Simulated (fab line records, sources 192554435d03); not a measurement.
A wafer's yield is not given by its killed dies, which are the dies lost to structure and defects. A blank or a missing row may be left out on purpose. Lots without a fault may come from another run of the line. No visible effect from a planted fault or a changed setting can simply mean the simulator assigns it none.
fab line records	flow n5-finfet
record lots=6	wafers=16	last-day=21
route steps=1938 shown WELL_APT@51 PMOS_HMC_CHANNEL_EPI@57 BEOL_M4@1111 PASSIVATION@1936
lots with no fault: from the same line, run without faults
start-h: hours from the record's opening day to when the first of the lot's shown wafers began	wait-h: hours elapsed since this lot's preceding step	" as in the row above	L1.1+2: a row that stands for several wafers	- no value present, or no start provided	* or withheld: withheld	< > ~ a bound
route shown NAME@n: a module of which the file shows steps, and the number in the route of the first	usual: the fault-free wafers' mean and standard deviation	same: alike in all rows	chamber/n: place in a boat	sites: the reading at each site	_std_site: the standard deviation of these	_edge_site: inner sites' mean taken away from outer sites' mean	radius-mm: how far each site lies from the wafer's centre	mask NAME#n: copy n	behind: the last tool/chamber to shape the wafer	hold: the reason the lot was held/the length of the hold in hours/how it ended	device: transistor that didn't switch, given as n, p or np	end of line: the route-end tests of the same wafers	a step without rows: its recipe alone	killed: not the wafer's yield, but the dies lost to structure and defects at the first sort	map: per-die view of a wafer (x killed, . not killed, _ where there is no die)
set.NAME: the setting as run; set.NAME@STEP: as run at that earlier step	model.NAME: the simulator's own value behind a step, which no gauge read
lots seen at some steps along the route; tables by step, rows by wafer
services: the hour from which a tool's chamber was out of use, counted from the record's first day as start-h (under 0 if before that day), plus the number of hours and why
## steps
# step N5_WELL_APT_OXIDE_STRIP_42
# recipe chemistry=dHF	dilution=25:1	time-s=45	temp-c=25	target=SiO2	target-depth-a=120
# step N5_WELL_APT_PRECLEAN_36
# recipe chemistry=O3/DIW	time-s=45	temp-c=22	o3-ppm=10
# step N5_WELL_APT_PRECLEAN_39
# recipe chemistry=dHF	time-s=60	dilution=150:1	temp-c=25
# step N5_WELL_APT_SRD_37
# recipe dry=ipa-marangoni	do-ppb=5	time-s=30	temp-c=23	rinse-liquid=diw
# step N5_WELL_APT_EPI_41
# recipe material=Si	target-thk-a=500	temp-c=650	precursor=SiH4/H2	pressure-torr=20	time-s=297.7
# usual throttle-valve-pct=11.5/0.34
lot.wafer	tool	chamber	start-h	wait-h	throttle-valve-pct
L347.1	epi-rpcvd-04	0	22.06	0.0	11.5
L347.5	"	0	"	"	11.2
L347.6	"	0	"	"	10.8
L349.1	epi-rpcvd-03	0	34.33	0.0	11.9
L349.4	"	0	"	"	12.0
L349.6	"	0	"	"	11.8
L360.1	epi-rpcvd-01	0	100.02	0.0	11.7
L360.4	"	0	"	"	11.7
L362.1	epi-rpcvd-03	0	112.17	0.0	12.0
L362.2	"	0	"	"	11.9
L363.1	epi-rpcvd-01	0	119.12	0.0	11.7
L363.2	"	0	"	"	11.7
L363.6	"	0	"	"	11.6
L367.3	epi-rpcvd-03	0	142.69	0.2	11.9
L367.4	"	0	"	"	11.7
L367.5	"	0	"	"	11.9
# step N5_WELL_APT_INSPECT_38
# recipe inspect-instrument=darkfield	mode=post-epi
# usual raw-defect-count=13/5.1
lot.wafer	tool	chamber	start-h	wait-h	raw-defect-count
L347.1	defect-inspect-01	-	22.69	0.5	11
L347.5	"	-	"	"	16
L347.6	"	-	"	"	15
L349.1	defect-inspect-02	-	35.17	0.7	17
L349.4	"	-	"	"	14
L349.6	"	-	"	"	16
L360.1	defect-inspect-01	-	100.66	0.5	11
L360.4	"	-	"	"	12
L362.1	defect-inspect-02	-	112.80	0.5	15
L362.2	"	-	"	"	11
L363.1	defect-inspect-02	-	119.95	0.7	14
L363.2	"	-	"	"	15
L363.6	"	-	"	"	18
L367.3	defect-inspect-02	-	143.13	0.3	10
L367.4	"	-	"	"	9
L367.5	"	-	"	"	22
# step N5_PMOS_HMC_CHANNEL_EPI_HM_DEP_34
# recipe material=SiO2	target-thk-a=360	temp-c=400	precursor=TEOS/O2	pressure-torr=6.5	rf-w=900	teos-flow-sccm=161.4	gas=O2	flow-sccm=2650	time-s=6.9
# usual heater-power-w=574/63	showerhead-plenum-p-Torr=8.343/0.029	throttle-valve-pct=18.8/1.3
lot.wafer	tool	chamber	start-h	wait-h	heater-power-w	showerhead-plenum-p-Torr	throttle-valve-pct
L347.1	pecvd-01	0	22.73	0.0	474	8.299	19.6
L347.5	"	1	"	"	623	8.364	17.2
L347.6	"	0	"	"	473	8.317	19.7
L349.1	pecvd-04	2	35.20	0.0	699	8.350	18.1
L349.4	"	1	"	"	601	8.367	21.3
L349.6	"	0	"	"	624	8.320	19.6
L360.1	pecvd-03	0	100.69	0.0	539	8.410	19.5
L360.4	"	2	"	"	532	8.317	17.3
L362.1	pecvd-03	1	112.84	0.0	659	8.296	19.0
L362.2	"	2	"	"	628	8.315	17.3
L363.1	pecvd-04	1	119.99	0.0	625	8.373	21.3
L363.2	"	0	"	"	568	8.353	19.8
L363.6	"	0	"	"	582	8.338	19.8
L367.3	pecvd-01	1	143.16	0.0	529	8.364	17.4
L367.4	"	2	"	"	566	8.337	17.7
L367.5	"	1	"	"	520	8.366	17.4
# step N5_PMOS_HMC_CHANNEL_EPI_COAT_31
# recipe resist=BARC	temp-c=205	time-s=60	spin-rpm=1500	resist-thk-nm=66
# step N5_PMOS_HMC_CHANNEL_EPI_COAT_03
# recipe resist=CAR-ArF-block	spin-rpm=1500	resist-thk-nm=205
# step N5_PMOS_HMC_CHANNEL_EPI_EBR_05
# recipe solvent=PGMEA	ebr-width-mm=1.5
# step N5_PMOS_HMC_CHANNEL_EPI_SOFTBAKE_04
# recipe temp-c=110	time-s=60	resist=CAR-ArF-block
# step N5_PMOS_HMC_CHANNEL_EPI_EXPOSE_06
# recipe mask-id=PMOS_HMC_BLK	na=1.35	source-shape=conventional	sigma-outer=0.8	polarization=unpolarized	target-cd-nm=240	dose-mj=41
# step N5_PMOS_HMC_CHANNEL_EPI_PEB_07
# recipe peb-temp-c=110	peb-time-s=60	resist=CAR-ArF-block
# usual chill-plate-temp-C=22.96/0.091	heater-power-total-W=175.3/1.6
lot.wafer	tool	chamber	start-h	wait-h	chill-plate-temp-C	heater-power-total-W
L347.1	litho-track-01	0	23.06	0.1	23.01	176.0
L347.5	"	0	"	"	22.89	173.2
L347.6	"	0	"	"	22.96	175.5
L349.1	litho-track-01	0	35.41	0.1	23.08	174.5
L349.4	"	0	"	"	23.02	174.0
L349.6	"	0	"	"	23.02	177.7
L360.1	litho-track-02	0	101.03	0.1	22.93	173.5
L360.4	"	0	"	"	22.74	173.2
L362.1	litho-track-02	0	113.05	0.1	23.06	173.4
L362.2	"	0	"	"	22.96	177.3
L363.1	litho-track-01	0	120.33	0.1	23.05	177.5
L363.2	"	0	"	"	22.95	173.5
L363.6	"	0	"	"	22.90	176.8
L367.3	litho-track-05	0	143.50	0.0	22.85	174.1
L367.4	"	0	"	"	22.95	173.4
L367.5	"	0	"	"	23.08	177.3
# step N5_PMOS_HMC_CHANNEL_EPI_DEVELOP_08
# recipe develop-time-s=30	developer=TMAH	resist=CAR-ArF-block	dev-temp-c=23	rinse-liquid=diw	dry=air-spin
# step N5_PMOS_HMC_CHANNEL_EPI_CD_MEAS_09
# recipe target-cd-nm=237.4	landing-energy-ev=500	detector=se-inlens
# usual cd-nm=237.6/1.1
lot.wafer	tool	chamber	start-h	wait-h	cd-nm
L347.1	cd-sem-02	0	23.13	-	238.4
L347.5	"	0	"	"	235.8
L347.6	"	0	"	"	237.4
L349.1	cd-sem-01	0	35.48	-	237.6
L349.4	"	0	"	"	237.2
L349.6	"	0	"	"	239.3
L360.1	cd-sem-01	0	101.10	-	246.5
L360.4	"	0	"	"	238.2
L362.1	cd-sem-02	0	113.12	-	246.2
L362.2	"	0	"	"	247.9
L363.1	cd-sem-01	0	120.39	-	236.2
L363.2	"	0	"	"	237.5
L363.6	"	0	"	"	236.5
L367.3	cd-sem-02	0	143.57	-	236.6
L367.4	"	0	"	"	236.1
L367.5	"	0	"	"	235.8
# step N5_PMOS_HMC_CHANNEL_EPI_OVL_MEAS_10
# recipe points-per-wafer=44
# usual PMOS_HMC_BLK_OVL=-0.4/0.85
lot.wafer	tool	chamber	start-h	wait-h	PMOS_HMC_BLK_OVL[nm]
L347.1	overlay-01	0	23.16	0.0	-1.6
L347.5	"	0	"	"	-2.5
L347.6	"	0	"	"	0.3
L349.1	overlay-01	0	35.51	0.0	0.1
L349.4	"	0	"	"	-1.6
L349.6	"	0	"	"	-2.1
L360.1	overlay-01	0	101.13	0.0	0.0
L360.4	"	0	"	"	0.0
L362.1	overlay-02	0	113.15	0.0	-0.6
L362.2	"	0	"	"	-0.8
L363.1	overlay-02	0	120.42	0.0	0.7
L363.2	"	0	"	"	-0.1
L363.6	"	0	"	"	-0.1
L367.3	overlay-02	0	143.60	0.0	-0.7
L367.4	"	0	"	"	-0.3
L367.5	"	0	"	"	0.3
# step N5_PMOS_HMC_CHANNEL_EPI_INSPECT_11
# recipe mode=adi	inspect-instrument=macro
# usual raw-defect-count=1.9/1.4
lot.wafer	tool	chamber	start-h	wait-h	raw-defect-count
L347.1	defect-inspect-02	-	23.19	0.0	2
L347.5	"	-	"	"	2
L347.6	"	-	"	"	1
L349.1	defect-inspect-01	-	35.54	0.0	1
L349.4	"	-	"	"	1
L349.6	"	-	"	"	3
L360.1	defect-inspect-01	-	101.15	0.0	2
L360.4	"	-	"	"	4
L362.1	defect-inspect-02	-	113.17	0.0	1
L362.2	"	-	"	"	1
L363.1	defect-inspect-01	-	120.45	0.0	3
L363.2	"	-	"	"	3
L363.6	"	-	"	"	1
L367.3	defect-inspect-02	-	143.62	0.0	0
L367.4	"	-	"	"	1
L367.5	"	-	"	"	0
# step N5_PMOS_HMC_CHANNEL_EPI_DESCUM_14
# recipe chemistry=O2	time-s=7.9	source-power-w=50	bias-power-w=20	pressure-mtorr=20	rf-frequency-hz=2.712e+07	temp-c=40	resist=CAR-ArF-block	o2-flow-sccm=225
# usual drypump-motor-current-A=5.6/0.5	oes-product-au=0.78/0.071	rf-vpp-V=243.6/1.5	showerhead-plenum-p-Torr=2.11/0.088	throttle-valve-pct=20.48/0.22
lot.wafer	tool	chamber	start-h	wait-h	drypump-motor-current-A	oes-product-au	rf-hours-counter-h	rf-vpp-V	showerhead-plenum-p-Torr	throttle-valve-pct	model.PMOS_HMC_CHANNEL_EPI.cd-nm
L347.1	rie-diel-02	1	23.22	0.0	6.4	0.88	44	244.8	2.25	20.40	238.3
L347.5	"	2	"	"	5.1	0.76	-	244.8	2.18	20.42	235.8
L347.6	"	3	"	"	5.7	0.92	-	242.2	2.03	20.57	237.5
L349.1	rie-diel-06	1	35.57	0.0	5.6	0.85	43	245.2	2.22	20.12	237.7
L349.4	"	3	"	"	6.0	0.67	229	244.0	2.14	20.66	237.3
L349.6	"	3	"	"	6.0	0.68	-	244.7	2.14	20.66	239
L360.1	rie-diel-06	0	101.19	0.0	5.8	0.81	102	243.7	2.08	20.35	246.7
L360.4	"	3	"	"	6.1	0.68	239	243.1	2.14	20.68	238
L362.1	rie-diel-02	3	113.21	0.0	5.7	0.87	56	241.2	2.02	20.58	245.9
L362.2	"	2	"	"	5.0	0.74	196	245.5	2.17	20.43	247.5
L363.1	rie-diel-06	1	120.48	0.0	5.5	0.84	57	244.8	2.22	20.15	236.4
L363.2	"	3	"	"	6.1	0.67	243	242.9	2.14	20.68	237.4
L363.6	"	0	"	"	5.8	0.80	-	242.9	2.08	20.36	236
L367.3	rie-diel-06	0	143.65	0.0	5.8	0.80	112	242.6	2.08	20.38	236.2
L367.4	"	3	"	"	6.1	0.66	248	243.1	2.14	20.69	236.3
L367.5	"	2	"	"	5.5	0.72	-	243.7	2.06	20.30	236.1
# step N5_PMOS_HMC_CHANNEL_EPI_ETCH_32
# recipe chemistry=N2/H2	target=BARC	stop-on=SiO2	target-depth-a=858	over-etch-frac=0.3	time-s=50.3	ion-energy-ev=200	mask-material=CAR-ArF-block	pressure-mtorr=30	source-w=840	bias-w=150	n2-flow-sccm=200	h2-flow-sccm=200
# usual bias-w=150.0/0.46	drypump-motor-current-A=5.6/0.5	oes-product-au=0.67/0.057	rf-vpp-V=524.6/2.8	showerhead-plenum-p-Torr=2.57/0.097	throttle-valve-pct=18.0/0.32
lot.wafer	tool	chamber	start-h	wait-h	bias-w	drypump-motor-current-A	oes-product-au	rf-hours-counter-h	rf-vpp-V	showerhead-plenum-p-Torr	throttle-valve-pct
L347.1	rie-diel-02	1	23.25	0.0	150.4	6.4	0.74	44	525.9	2.69	17.6
L347.5	"	2	"	"	149.8	5.0	0.64	-	526.0	2.64	17.9
L347.6	"	3	"	"	151.0	5.7	0.75	-	521.7	2.52	18.4
L349.1	rie-diel-06	1	35.61	0.0	150.0	5.6	0.75	43	528.3	2.68	17.4
L349.4	"	3	"	"	149.4	6.0	0.59	229	526.9	2.61	18.1
L349.6	"	3	"	"	149.0	6.1	0.59	-	525.9	2.61	18.1
L360.1	rie-diel-06	0	101.22	0.0	149.7	5.8	0.68	102	523.7	2.58	18.1
L360.4	"	3	"	"	149.7	6.1	0.59	239	527.4	2.61	18.1
L362.1	rie-diel-02	3	113.24	0.0	150.0	5.7	0.74	56	523.3	2.51	18.5
L362.2	"	2	"	"	149.8	5.0	0.63	196	525.2	2.63	17.9
L363.1	rie-diel-06	1	120.52	0.0	150.0	5.6	0.73	57	528.0	2.67	17.4
L363.2	"	3	"	"	149.4	6.0	0.59	243	526.8	2.60	18.2
L363.6	"	0	"	"	149.8	5.8	0.69	-	523.0	2.58	18.2
L367.3	rie-diel-06	0	143.69	0.0	150.2	5.8	0.69	112	523.8	2.58	18.1
L367.4	"	3	"	"	150.5	6.1	0.58	248	526.0	2.60	18.1
L367.5	"	2	"	"	150.0	5.5	0.62	-	523.8	2.51	17.8
# step N5_PMOS_HMC_CHANNEL_EPI_HM_OPEN_15
# recipe chemistry=CHF3/O2	target=SiO2	mask-material=CAR-ArF-block	target-depth-a=406	CHF3_flow_sccm=50	O2_flow_sccm=5	Ar_flow_sccm=200	time-s=20.3	pressure-mtorr=30	source-w=650	bias-w=170	ion-energy-ev=200
# usual bias-w=170.0/0.53	drypump-motor-current-A=5.6/0.5	oes_o_777_au=0.77/0.062	oes-product-au=0.78/0.064	rf-vpp-V=536/15	showerhead-plenum-p-Torr=2.43/0.091	throttle-valve-pct=18.93/0.24
lot.wafer	tool	chamber	start-h	wait-h	bias-w	drypump-motor-current-A	oes_o_777_au	oes-product-au	rf-hours-counter-h	rf-vpp-V	showerhead-plenum-p-Torr	throttle-valve-pct
L347.1	rie-diel-02	1	23.30	0.0	169.0	6.4	0.87	0.87	44	544	2.54	18.69
L347.5	"	2	"	"	169.3	5.0	0.73	0.74	-	519	2.48	18.79
L347.6	"	3	"	"	170.0	5.7	0.84	0.89	-	566	2.34	19.02
L349.1	rie-diel-06	1	35.65	0.0	169.3	5.5	0.89	0.87	43	532	2.52	18.42
L349.4	"	3	"	"	169.5	6.0	0.69	0.70	229	537	2.49	19.23
L349.6	"	3	"	"	169.9	6.0	0.69	0.69	-	539	2.49	19.21
L360.1	rie-diel-06	0	101.26	0.0	170.3	5.8	0.76	0.79	102	539	2.43	19.04
L360.4	"	3	"	"	170.4	6.0	0.69	0.69	239	536	2.48	19.24
L362.1	rie-diel-02	3	113.29	0.0	169.3	5.7	0.82	0.85	56	564	2.33	19.04
L362.2	"	2	"	"	170.2	5.0	0.72	0.72	196	518	2.47	18.82
L363.1	rie-diel-06	1	120.56	0.0	169.8	5.6	0.88	0.84	57	531	2.52	18.44
L363.2	"	3	"	"	170.5	6.1	0.68	0.69	243	535	2.48	19.26
L363.6	"	0	"	"	169.9	5.8	0.77	0.79	-	540	2.43	19.05
L367.3	rie-diel-06	0	143.73	0.0	170.4	5.8	0.76	0.79	112	537	2.42	19.05
L367.4	"	3	"	"	169.4	6.0	0.69	0.69	248	537	2.48	19.27
L367.5	"	2	"	"	169.9	5.5	0.72	0.73	-	514	2.41	18.90
# step N5_PMOS_HMC_CHANNEL_EPI_STRIP_33
# recipe chemistry=N2/H2	power-w=500	temp-c=40	pressure-mtorr=50	rf-frequency-hz=6e+07	overash-fraction=0.3	bias-power-w=8	h2-frac=0.5	n2-flow-sccm=300	h2-flow-sccm=300
# step N5_PMOS_HMC_CHANNEL_EPI_STRIP_17
# recipe chemistry=SPM	time-s=750	temp-c=130	h2so4-h2o2-vol-ratio=4	dry=ipa-marangoni
# step N5_PMOS_HMC_CHANNEL_EPI_ETCH_38
# recipe chemistry=CF4	target=SiO2	target-depth-a=15	ion-energy-ev=350	pressure-mtorr=10	icp-w=800	bias-w=400	cf4-flow-sccm=80
# usual bias-w=400.2/1.2	drypump-motor-current-A=5.7/0.51	oes-product-au=0.991/0.028	throttle-valve-pct=21.80/0.29
lot.wafer	tool	chamber	start-h	wait-h	bias-w	drypump-motor-current-A	oes-product-au	rf-hours-counter-h	throttle-valve-pct
L347.1	rie-si-04	0	23.67	0.0	399.2	5.9	0.977	205	21.58
L347.5	"	0	"	"	399.3	5.9	0.974	-	21.59
L347.6	"	3	"	"	398.2	5.3	1.001	-	21.46
L349.1	rie-si-02	3	36.01	0.0	399.6	6.7	0.996	30	21.82
L349.4	"	0	"	"	400.4	6.0	1.000	179	22.10
L349.6	"	3	"	"	398.7	6.6	0.998	-	21.82
L360.1	rie-si-02	1	101.62	0.0	401.7	6.1	1.038	145	22.51
L360.4	"	3	"	"	402.0	6.7	0.982	-	21.84
L362.1	rie-si-04	1	113.64	0.0	400.4	5.3	1.001	194	21.54
L362.2	"	0	"	"	399.3	5.9	0.936	1	21.53
L363.1	rie-si-05	0	120.92	0.0	398.4	5.0	0.939	194	21.73
L363.2	"	1	"	"	400.9	5.0	0.939	31	21.59
L363.6	"	3	"	"	400.8	5.4	1.020	-	21.93
L367.3	rie-si-02	1	144.09	0.0	401.5	6.1	1.041	146	22.53
L367.4	"	0	"	"	400.9	6.0	0.993	181	22.10
L367.5	"	0	"	"	399.8	6.0	0.996	-	22.11
# step N5_PMOS_HMC_CHANNEL_EPI_FIN_RECESS_16
# recipe chemistry=HBr/Cl2	target=Si	mask-material=SiO2	target-depth-a=540	time-s=18	pressure-mtorr=10	icp-w=800	bias-w=75	HBr_flow_sccm=150	Cl2_flow_sccm=80
# usual bias-w=74.97/0.25	drypump-motor-current-A=5.8/0.52	mfc-cl2-sccm=80.02/0.24	oes-product-au=0.994/0.02	throttle-valve-pct=35.57/0.29
lot.wafer	tool	chamber	start-h	wait-h	bias-w	drypump-motor-current-A	mfc-cl2-sccm	oes-product-au	rf-hours-counter-h	throttle-valve-pct	model.PMOS_HMC_CHANNEL_EPI.cd-nm
L347.1	rie-si-04	0	23.69	0.0	74.63	5.9	80.14	0.992	205	35.41	239.2
L347.5	"	0	"	"	75.00	5.9	80.15	0.985	-	35.42	237.3
L347.6	"	3	"	"	75.07	5.3	80.47	1.003	-	35.51	238.2
L349.1	rie-si-02	3	36.03	0.0	75.24	6.7	79.97	0.982	30	35.00	239.7
L349.4	"	0	"	"	74.90	5.9	79.79	0.994	179	35.52	240.3
L349.6	"	3	"	"	75.52	6.7	79.80	0.988	-	35.00	241.9
L360.1	rie-si-02	1	101.64	0.0	75.12	6.1	80.13	1.020	145	35.95	249.8
L360.4	"	3	"	"	74.94	6.7	80.25	0.989	-	34.99	240.9
L362.1	rie-si-04	1	113.66	0.0	75.16	5.3	79.65	0.999	194	35.59	247.8
L362.2	"	0	"	"	75.07	5.9	80.45	0.958	1	35.40	249.8
L363.1	rie-si-05	0	120.94	0.0	74.83	5.0	79.79	0.967	194	35.59	238.9
L363.2	"	1	"	"	75.11	5.0	80.16	0.957	31	35.26	240.1
L363.6	"	3	"	"	75.01	5.4	79.73	1.015	-	35.75	238.9
L367.3	rie-si-02	1	144.11	0.0	74.91	6.1	79.73	1.022	146	35.93	239
L367.4	"	0	"	"	75.08	6.0	79.88	1.000	181	35.54	238.5
L367.5	"	0	"	"	74.87	6.0	80.12	1.004	-	35.52	237.8
# step N5_PMOS_HMC_CHANNEL_EPI_PRECLEAN_36
# recipe chemistry=O3/DIW	time-s=45	temp-c=22	o3-ppm=10
# step N5_BEOL_M4_RC_MEAS_101
# usual DIBL_N=36.1/2.3	DIBL_P=36/3.2	IOFF_N=0.16/0.045	IOFF_P=0.21/0.049	ION_N=674/14	ION_P=462/8.4	SS_N=71.6/0.83	SS_P=73.2/0.87	VT_N=249/3.8	VT_P=-250/3.4
lot.wafer	tool	chamber	start-h	wait-h	DIBL_N[mV/V]	DIBL_P[mV/V]	IOFF_N[nA/um]	IOFF_P[nA/um]	ION_N[uA/um]	ION_P[uA/um]	SS_N[mV/dec]	SS_P[mV/dec]	VT_N[mV]	VT_P[mV]
L349.1	prober-01	0	259.92	0.0	38.4	42	0.23	0.32	695	476	71.7	74.3	243	-244
L349.4	"	0	"	"	33.2	34	0.12	0.17	682	471	70.8	72.6	252	-250
L349.6	"	0	"	"	40.3	43	0.27	0.34	689	469	72.4	74.6	239	-244
L347.1	prober-01	0	271.70	0.0	37.5	40	0.19	0.26	696	476	72.0	74.0	245	-246
L347.5	"	0	"	"	34.7	36	0.13	0.20	669	470	70.9	72.6	248	-248
L347.6	"	0	"	"	33.6	34	0.12	0.17	655	450	71.6	72.8	253	-251
L362.1	prober-01	0	329.43	0.0	38.8	39	0.21	0.25	685	463	72.1	74.5	247	-249
L362.2	"	0	"	"	36.9	37	0.18	0.22	684	468	71.4	73.0	245	-251
L360.1	prober-02	0	347.66	0.0	37.6	39	0.17	0.29	661	465	71.7	74.3	250	-246
L360.4	"	0	"	"	34.3	30	0.10	0.13	633	437	71.1	72.3	259	-259
L363.1	prober-01	0	354.89	0.0	36.6	38	0.16	0.21	665	455	72.2	73.6	249	-253
L363.2	"	0	"	"	37.1	39	0.17	0.21	666	450	72.2	74.7	248	-253
L363.6	"	0	"	"	36.1	38	0.17	0.19	683	466	72.7	73.5	247	-255
L367.3	prober-02	0	389.14	0.3	34.9	37	0.16	0.24	673	466	71.2	73.5	247	-246
L367.4	"	0	"	"	33.5	35	0.15	0.21	674	465	71.0	72.2	247	-249
L367.5	"	0	"	"	39.4	42	0.26	0.34	691	476	72.0	74.5	243	-242
# step N5_PASSIVATION_PROBE_49
# usual defect-limited-yield=90.9/1.6	killed_at_M0_to_M3=37/11	killed_at_M4_up=15/5.6	killed-at-contacts=13/6.4	killed-at-front-end=39/11	killed-at-other=4/3.1	killed-dies=107/19	killed-open=71/14	killed-short=34/7.8	sort_bin_4_leakage=0.01/0.053	sort_bin_5_function=5.3/1	sort_bin_6_memory=3.4/0.72	sort_bin_8_speed=0.0/0.42	sort-n-pass=1072/20	sort-yield-pct=90.9/1.7
# same gross-dies=1180	killed-at-back-side=0
lot.wafer	tool	chamber	start-h	wait-h	defect-limited-yield[%]	killed_at_M0_to_M3	killed_at_M4_up	killed-at-contacts	killed-at-front-end	killed-at-other	killed-dies	killed-open	killed-short	sort_bin_4_leakage[%]	sort_bin_5_function[%]	sort_bin_6_memory[%]	sort_bin_8_speed[%]	sort-n-pass	sort-yield-pct[%]
L347.1	prober-01	-	370.48	0.0	90.8	35	24	5	43	1	108	72	32	0	5.4	3.4	0	1072	90.8
L347.5	prober-01	-	370.68	0.2	92.5	32	11	9	32	4	88	47	40	0	4.4	2.6	0	1092	92.5
L347.6	prober-01	-	370.73	0.3	90.6	32	12	11	55	1	111	55	42	0	4.7	3.7	0	1069	90.6
L362.1	prober-01	-	447.75	0.0	90.6	34	14	22	39	2	111	69	40	0	4.9	3.8	0	1069	90.6
L362.2	prober-01	-	447.80	0.1	93.2	26	8	14	27	5	80	55	24	0	3.5	3.0	0	1100	93.2
L363.1	prober-01	-	473.83	0.0	91.5	34	8	20	36	2	100	65	34	0	5.0	3.1	0	1080	91.5
L363.2	prober-01	-	473.88	0.1	91.1	30	14	6	47	8	105	61	38	0	5.2	3.4	0	1075	91.1
L363.6	prober-01	-	474.08	0.3	91.0	24	23	12	39	8	106	77	25	0	5.1	3.6	0	1074	91.0
L367.3	prober-02	-	496.27	0.1	91.1	32	18	16	30	9	105	78	24	0	5.0	3.6	0	1075	91.1
L367.4	prober-02	-	496.32	0.2	92.3	28	10	8	43	2	91	61	29	0	4.4	3.0	0	1089	92.3
L367.5	prober-02	-	496.37	0.2	90.2	50	13	11	32	10	116	75	40	0	5.6	3.8	0	1064	90.2
# killed by level:class
L347.1 BEOL_M4:geometric-particle:open=12 BEOL_M2:geometric-particle:open=10 STI_FIN_REVEAL:geometric-particle:open=9 BEOL_M0_SAQP:geometric-particle:short=7 BEOL_M1:geometric-particle:open=7 BEOL_M0_SAQP:geometric-particle:open=6 FIN_SAQP:geometric-particle:short=5 STARTING-WAFER:geometric-particle:open=5
L347.5 BEOL_M3:geometric-particle:open=10 MOL_CONTACT_COAG:geometric-particle:open=7 BEOL_M0_SAQP:geometric-particle:short=7 STI_FIN_REVEAL:geometric-particle:short=5 GATE_CUT:geometric-particle:short=5 FIN_SAQP:geometric-particle:short=4 BEOL_M5:geometric-particle:open=4 BEOL_M2:geometric-particle:open=4
L347.6 FIN_SAQP:geometric-particle:short=14 BEOL_M4:geometric-particle:open=8 FIN_SAQP:geometric-particle:open=7 MOL_CONTACT_COAG:geometric-particle:open=7 BEOL_M0_SAQP:geometric-particle:open=7 BEOL_M0_SAQP:geometric-particle:short=7 HKMG_FIN:area-etch=7 GATE_CUT:geometric-particle:short=6
L362.1 MOL_CONTACT_COAG:geometric-particle:open=14 FIN_SAQP:geometric-particle:open=10 BEOL_M0_SAQP:geometric-particle:open=9 BEOL_M1:geometric-particle:open=8 FIN_SAQP:geometric-particle:short=7 MOL_CONTACT_COAG:geometric-particle:short=7 BEOL_M4:geometric-particle:open=6 BEOL_M0_SAQP:geometric-particle:short=5
L362.2 MOL_CONTACT_COAG:geometric-particle:open=10 STI_FIN_REVEAL:geometric-particle:open=7 BEOL_M0_SAQP:geometric-particle:open=7 BEOL_M4:geometric-particle:open=7 GATE_CUT:geometric-particle:open=6 BEOL_M2:geometric-particle:open=5 BEOL_M0_SAQP:geometric-particle:short=4 MOL_CONTACT_COAG:geometric-particle:short=3
L363.1 MOL_CONTACT_COAG:geometric-particle:open=14 FIN_SAQP:geometric-particle:open=11 BEOL_M0_SAQP:geometric-particle:short=9 STI_FIN_REVEAL:geometric-particle:open=7 BEOL_M0_SAQP:geometric-particle:open=7 BEOL_M2:geometric-particle:open=7 MOL_CONTACT_COAG:geometric-particle:short=6 STI_FIN_REVEAL:geometric-particle:short=4
L363.2 BEOL_M3:geometric-particle:open=8 FIN_SAQP:geometric-particle:short=7 FIN_SAQP:geometric-particle:open=6 ILD0:geometric-particle:open=5 DUMMY_GATE:geometric-particle:short=4 DUMMY_GATE:geometric-particle:open=4 BEOL_M0_SAQP:geometric-particle:open=4 BEOL_M0:geometric-particle:open=4
L363.6 MOL_CONTACT_COAG:geometric-particle:open=12 BEOL_M4:geometric-particle:open=11 STI_FIN_REVEAL:geometric-particle:open=10 FIN_SAQP:geometric-particle:open=9 GATE_CUT:geometric-particle:short=8 BEOL_M0_SAQP:geometric-particle:open=8 BEOL_M3:geometric-particle:open=6 BEOL_M5:geometric-particle:open=4
L367.3 MOL_CONTACT_COAG:geometric-particle:open=13 BEOL_M0_SAQP:geometric-particle:open=9 BEOL_M0:geometric-particle:open=7 BEOL_M4:geometric-particle:open=6 MIM_TOP_ETCH:geometric-particle:open=6 BEOL_M3:geometric-particle:open=5 STI_FIN_REVEAL:geometric-particle:open=4 ILD0:geometric-particle:open=4
L367.4 STI_FIN_REVEAL:geometric-particle:open=8 BEOL_M0_SAQP:geometric-particle:open=7 FIN_SAQP:geometric-particle:short=6 MOL_CONTACT_COAG:geometric-particle:open=6 DUMMY_GATE:geometric-particle:open=5 GATE_CUT:geometric-particle:short=5 BEOL_M0_SAQP:geometric-particle:short=5 BEOL_M3:geometric-particle:open=5
L367.5 BEOL_M2:geometric-particle:open=12 STI_FIN_REVEAL:geometric-particle:open=11 BEOL_M0_SAQP:geometric-particle:short=11 BEOL_M0_SAQP:geometric-particle:open=10 MOL_CONTACT_COAG:geometric-particle:open=8 BEOL_M3:geometric-particle:open=8 FIN_SAQP:geometric-particle:open=6 FIN_SAQP:geometric-particle:short=5
## services
tool	chamber	start-h	hours	kind
pecvd-03	2	21.12	-	clean
pecvd-03	2	21.12	-	consumable-replace:showerhead
pecvd-03	2	21.12	29.0	scheduled-down
pecvd-03	2	21.12	29.0	vent-cycle
rie-si-04	0	28.90	-	clean
rie-si-04	0	28.90	-	consumable-replace:focus-ring
rie-si-04	0	28.90	16.6	scheduled-down
rie-si-04	0	28.90	16.6	vent-cycle
rie-si-02	2	58.98	4.3	repair
pecvd-04	-	61.37	0.5	repair
pecvd-01	-	64.83	2.8	pm
epi-rpcvd-03	-	66.78	0.7	repair
rie-si-05	-	66.79	14.3	repair
rie-si-02	-	69.10	0.4	repair
epi-rpcvd-03	-	72.34	2.8	pm
rie-si-02	2	78.99	-	clean
rie-si-02	2	78.99	24.0	scheduled-down
rie-si-02	2	78.99	24.0	vent-cycle
pecvd-03	0	86.17	2.1	scheduled-down
rie-si-04	1	86.45	8.8	repair
litho-track-02	-	87.87	-	consumable-replace:filter
pecvd-04	-	128.88	1.7	repair
rie-diel-06	3	141.41	1.3	repair
rie-si-05	0	141.82	21.8	repair
## key
first-sign step=N5_PMOS_HMC_CHANNEL_EPI_CD_MEAS_09	reading=cd-nm	direction=up	sigmas=8.2	usual=237.6	struck=246.9
effect none on later readings
model-effect step=N5_PMOS_HMC_CHANNEL_EPI_DESCUM_14	value=PMOS_HMC_CHANNEL_EPI.cd-nm	without=237.5	struck=246.7
model-effect step=N5_PMOS_HMC_CHANNEL_EPI_FIN_RECESS_16	value=PMOS_HMC_CHANNEL_EPI.cd-nm	without=239.9	struck=249.1
met-at N5_PMOS_HMC_CHANNEL_EPI_PEB_07
struck-wafers L360.1,L362.1,L362.2
fault kind=process-parameter-drift	tool=litho-track-02	chamber=-	onset-h=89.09	steps=N5_PMOS_HMC_CHANNEL_EPI_PEB_07	channel=peb-time-s	offset=*	shape=step	end-h=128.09	scope=struck-wafers-only	acts-in=*	stated=*
